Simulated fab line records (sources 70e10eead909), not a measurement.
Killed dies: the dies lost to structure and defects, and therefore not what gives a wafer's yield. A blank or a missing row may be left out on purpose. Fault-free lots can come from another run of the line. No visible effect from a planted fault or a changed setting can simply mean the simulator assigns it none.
Matching of chambers ; flow nandHarc ; 4 sister chambers for NHARC_A_CHANNEL_HOLE_D1_DESCUM_15 on rieDiel-07
The step chemistry O2, time 3 s. 4 wafers are shown with their chamber, then 12 later ones without.

## EACH WAFER AND ITS CHAMBER
wafer;chamber;drypumpMotorCurrentA (A)
L086.1;3;6.3
L093.1;0;5.7
L093.2;2;5.7
L093.4;1;4.9

## WAFERS WITH NO CHAMBER GIVEN
wafer;drypumpMotorCurrentA (A)
L093.3;6.3
L093.5;5.7
L093.6;4.9
L094.1;4.9
L094.2;5.6
L094.6;5.7
L094.3;5.7
L094.4;6.3
L094.5;4.9
L097.1;5.6
L097.2;6.3
L097.4;4.9

## CHAMBER TAKEN BY EACH
wafer;from the rows above;in truth
L093.3;3;3
L093.5;can't be placed: 0 or 2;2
L093.6;1;1
L094.1;1;1
L094.2;can't be placed: 0 or 2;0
L094.6;can't be placed: 0 or 2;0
L094.3;can't be placed: 0 or 2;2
L094.4;3;3
L094.5;1;1
L097.1;can't be placed: 0 or 2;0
L097.2;3;3
L097.4;1;1
Correctly placed: 7 of 12. Cannot be placed on the basis of these rows: 5; the candidates contain the true chamber in 5. 0 placed wrongly.
How it was worked out, from the rows above alone: a wafer's distance from a chamber is the root of the sum, over the readings, of the square of ((its reading less the chamber's mean) divided by the reading's scatter). The wafer belongs to the nearest chamber; if the next one is less than 2 further off, it can't be placed. Each chamber's mean is taken over the wafers shown for it. The scatter (one wafer shown for each chamber): square how far every hidden wafer sits from the nearest shown wafer, average those squares and take the square root.
